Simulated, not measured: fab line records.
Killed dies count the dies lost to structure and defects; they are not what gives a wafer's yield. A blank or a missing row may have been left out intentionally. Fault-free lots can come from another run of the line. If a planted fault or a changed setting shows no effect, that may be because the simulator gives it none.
What tool caused it?	flow n5 finfet	23 lots with 69 wafers sampled at 4 steps, on a route of 1938 steps

== WHAT EACH GAUGE READ, for each wafer ==
N5_MIM_TOP_LITHO_OVL_MEAS_11.
lot	measured	on	MIM_TOP_OVL (nm)
L074	day 11 22:22	overlay-01	-7 -14 -17
L075	day 12 09:08	overlay-02	-7 -5 0
L078	day 13 06:22	overlay-01	-2 3 -6
L077	day 13 08:25	overlay-01	-7 -9 -7
L079	day 13 13:01	overlay-02	-6 -3 -2
L080	day 13 15:35	overlay-02	-4 -2 -7
L081	day 13 21:28	overlay-01	-12 -4 -8
L082	day 14 04:10	overlay-02	-10 -13 -19
L083	day 14 18:21	overlay-01	-8 -9 -9
L085	day 15 01:38	overlay-02	-14 -10 -5
L086	day 15 05:28	overlay-02	-2 3 -6
L084	day 15 05:38	overlay-01	4 -14 -9
L087	day 16 03:55	overlay-02	-9 -3 -5
L088	day 16 04:10	overlay-02	-6 -17 -9
L089	day 16 04:17	overlay-02	-5 -14 -7
L090	day 16 21:10	overlay-01	-3 -13 -16
L093	day 17 00:40	overlay-01	-7 -11 -2
L091	day 17 10:23	overlay-01	-8 -17 -14
L092	day 17 12:31	overlay-02	-5 -7 -5
L094	day 17 12:41	overlay-02	-6 -14 -6
L095	day 17 19:39	overlay-01	-10 -16 -13
L096	day 18 00:37	overlay-02	-9 -8 -6
L097	day 18 06:49	overlay-02	-8 -8 -5

N5_PASSIVATION_CD_MEAS_10: target cd 3000 nm.
lot	measured	on	cd nm (nm)
L074	day 12 01:08	cd sem-01	2998 2997 2999
L075	day 12 11:13	cd sem-02	3005 3001 3007
L078	day 13 10:52	cd sem-01	2997 3001 3004
L077	day 13 11:02	cd sem-02	2999 2997 2999
L079	day 13 15:57	cd sem-02	2999 3001 3007
L080	day 13 17:49	cd sem-02	2999 2999 2999
L081	day 14 03:50	cd sem-01	2996 3000 2996
L082	day 14 11:54	cd sem-01	3001 3001 2998
L083	day 14 23:13	cd sem-02	3008 3003 3000
L085	day 15 04:19	cd sem-01	3001 2996 3005
L086	day 15 07:58	cd sem-01	2999 3002 3002
L084	day 15 08:07	cd sem-01	3008 3004 3009
L087	day 16 06:17	cd sem-02	2999 2999 2995
L088	day 16 08:59	cd sem-03	2998 2998 3003
L089	day 16 09:08	cd sem-02	2999 3001 3000
L090	day 16 23:19	cd sem-03	2997 2998 2997
L093	day 17 04:16	cd sem-02	3009 3007 3010
L091	day 17 13:59	cd sem-01	2999 3000 3000
L092	day 17 17:41	cd sem-02	3006 2997 3001
L094	day 17 16:33	cd sem-02	3004 3003 3005
L095	day 18 00:19	cd sem-01	3002 3001 3000
L096	day 18 04:13	cd sem-01	3000 3003 3000
L097	day 18 09:28	cd sem-01	2993 2999 2996

== WHICH TOOL RAN EACH LOT (tool, then ch and the chambers of the sampled wafers, then the start) ==
lot	N5_MIM_TOP_ETCH_STRIP_01	N5_MIM_BOT_ETCH_ETCH_03
L074	rie diel-04 ch 1,2,3, day 11 22:40	rie metal-02 ch 0,1, day 11 23:21
L075	rie diel-04 ch 0,1,2, day 12 09:25	rie metal-01 ch 0,1, day 12 10:05
L078	rie diel-05 ch 0,1, day 13 06:47	rie metal-03 ch 0,1, day 13 08:19
L077	rie diel-04 ch 1,2, day 13 08:46	rie metal-03 ch 0,1, day 13 09:26
L079	rie diel-04 ch 0,3, day 13 13:25	rie metal-03 ch 0,1, day 13 14:14
L080	rie diel-04 ch 1,3, day 13 15:58	rie metal-01 ch 0, day 13 16:37
L081	rie diel-05 ch 2,3, day 13 22:01	rie metal-02 ch 0,1, day 13 22:41
L082	rie diel-05 ch 1,2,3, day 14 04:28	rie metal-01 ch 0,1, day 14 05:18
L083	rie diel-04 ch 0,1,3, day 14 18:46	rie metal-01 ch 0,1, day 14 19:37
L085	rie diel-04 ch 0,1,3, day 15 02:23	rie metal-03 ch 0,1, day 15 03:12
L086	rie diel-04 ch 0,2,3, day 15 05:47	rie metal-01 ch 0,1, day 15 06:26
L084	rie diel-05 ch 1,2,3, day 15 05:55	rie metal-03 ch 0,1, day 15 06:43
L087	rie diel-05 ch 0,1,3, day 16 04:14	rie metal-01 ch 0,1, day 16 05:02
L088	rie diel-03 ch 0,1,2, day 16 04:26	rie metal-02 ch 0,1, day 16 05:17
L089	rie diel-04 ch 2,3, day 16 04:35	rie metal-03 ch 0,1, day 16 05:23
L090	rie diel-03 ch 0,2,3, day 16 21:30	rie metal-02 ch 0,1, day 16 22:13
L093	rie diel-03 ch 0,1,2, day 17 01:38	rie metal-01 ch 0,1, day 17 02:20
L091	rie diel-05 ch 0,2,3, day 17 11:07	rie metal-03 ch 0,1, day 17 11:51
L092	rie diel-03 ch 0,2,3, day 17 13:04	rie metal-03 ch 0,1, day 17 13:46
L094	rie diel-03 ch 0,1,3, day 17 13:07	rie metal-01 ch 1, day 17 13:54
L095	rie diel-04 ch 0,1, day 17 20:19	rie metal-02 ch 0,1, day 17 21:08
L096	rie diel-03 ch 0,1,3, day 18 01:38	rie metal-01 ch 1, day 18 02:33
L097	rie diel-04 ch 1,2,3, day 18 07:26	rie metal-01 ch 0,1, day 18 08:19
- N5_MIM_TOP_ETCH_STRIP_01: strips in O2.
- N5_MIM_BOT_ETCH_ETCH_03: etches the open film in Cl2/BCl3, target depth 12 nm.

== AS READ BY THE TOOLS THEMSELVES (means over the sampled wafers that have a number; for cases with no such wafer, the mark the record gives instead) ==
N5_MIM_TOP_ETCH_STRIP_01.
lot	tool	drypump motor current A (A)	oes product au (a.u.)	rf vpp V (V)	showerhead plenum p Torr (Torr)	throttle valve pct (%)
L074	rie diel-04	5.9	0.78	3.8	2.08	16.56
L075	rie diel-04	6.1	0.83	3.7	2.13	16.49
L078	rie diel-05	6.1	0.87	4.2	2.17	16.58
L077	rie diel-04	6.4	0.78	3.2	2.13	16.70
L079	rie diel-04	5.3	0.82	3.1	2.14	16.15
L080	rie diel-04	5.8	0.79	2.7	2.14	16.56
L081	rie diel-05	5.2	0.76	5.2	2.13	16.64
L082	rie diel-05	5.6	0.78	3.1	2.14	16.66
L083	rie diel-04	5.5	0.80	2.8	2.14	16.37
L085	rie diel-04	5.5	0.80	3.9	2.13	16.36
L086	rie diel-04	5.7	0.78	3.7	2.07	16.42
L084	rie diel-05	5.6	0.79	3.2	2.13	16.69
L087	rie diel-05	5.7	0.79	4.5	2.15	16.61
L088	rie diel-03	5.7	0.80	2.7	2.17	16.70
L089	rie diel-04	6.2	0.73	4.1	1.99	16.65
L090	rie diel-03	5.7	0.85	3.0	2.12	16.66
L093	rie diel-03	5.7	0.80	3.5	2.17	16.74
L091	rie diel-05	5.3	0.80	2.8	2.15	16.56
L092	rie diel-03	5.7	0.85	4.2	2.12	16.66
L094	rie diel-03	5.5	0.83	2.5	2.11	16.66
L095	rie diel-04	5.6	0.82	3.2	2.19	16.32
L096	rie diel-03	5.6	0.83	2.6	2.11	16.69
L097	rie diel-04	6.0	0.75	5.1	2.06	16.66

N5_MIM_BOT_ETCH_ETCH_03.
lot	tool	bias w (W)	drypump motor current A (A)	oes product au (a.u.)	throttle valve pct (%)
L074	rie metal-02	100.2	6.1	0.91	27.40
L075	rie metal-01	100.0	5.8	0.82	27.29
L078	rie metal-03	99.9	5.5	0.71	28.01
L077	rie metal-03	100.1	5.5	0.71	28.01
L079	rie metal-03	99.9	5.5	0.78	27.76
L080	rie metal-01	100.4	5.0	0.76	27.29
L081	rie metal-02	100.0	6.1	0.89	27.41
L082	rie metal-01	99.8	5.8	0.80	27.31
L083	rie metal-01	100.2	5.8	0.80	27.30
L085	rie metal-03	100.2	5.4	0.89	27.62
L086	rie metal-01	100.1	5.4	0.77	27.30
L084	rie metal-03	100.1	5.4	0.92	27.72
L087	rie metal-01	100.1	5.8	0.79	27.32
L088	rie metal-02	99.9	6.1	0.86	27.41
L089	rie metal-03	100.0	5.5	0.86	27.61
L090	rie metal-02	100.3	6.1	0.85	27.41
L093	rie metal-01	99.8	5.4	0.76	27.31
L091	rie metal-03	100.1	5.4	0.86	27.62
L092	rie metal-03	100.2	5.4	0.89	27.72
L094	rie metal-01	99.5	6.3	0.81	27.32
L095	rie metal-02	100.4	6.3	0.85	27.30
L096	rie metal-01	100.4	6.3	0.81	27.33
L097	rie metal-01	99.7	5.4	0.76	27.31

== THE ANSWER, worked out from the rows above alone ==
Rule: the usual values come from the lots themselves. The widest of any qualifying gaps counts: lots, ordered by their means at a reading, are off when they make up no more than a third of the lots, leave a main group of 4 or more, and stand apart from it by 3 or more times the standard deviation of that group's means. The tables above print the reading to a certain number of digits; a main group whose means all agree to those digits is not used. A lot without any number at a reading at which 4 lots or more have one is off too. Any other lot the step has rows for is counted as sound. The gauges are gone through in route order, then the tools' own readings, and for those a lot's mean is taken as printed above. At the first step where some lot is off, the reading lying furthest off is the one used; lots without a number count as furthest.
None of the lots is off at any reading shown; this tells nothing.

== WHAT HAD BEEN PUT IN BY THE SIMULATOR ==
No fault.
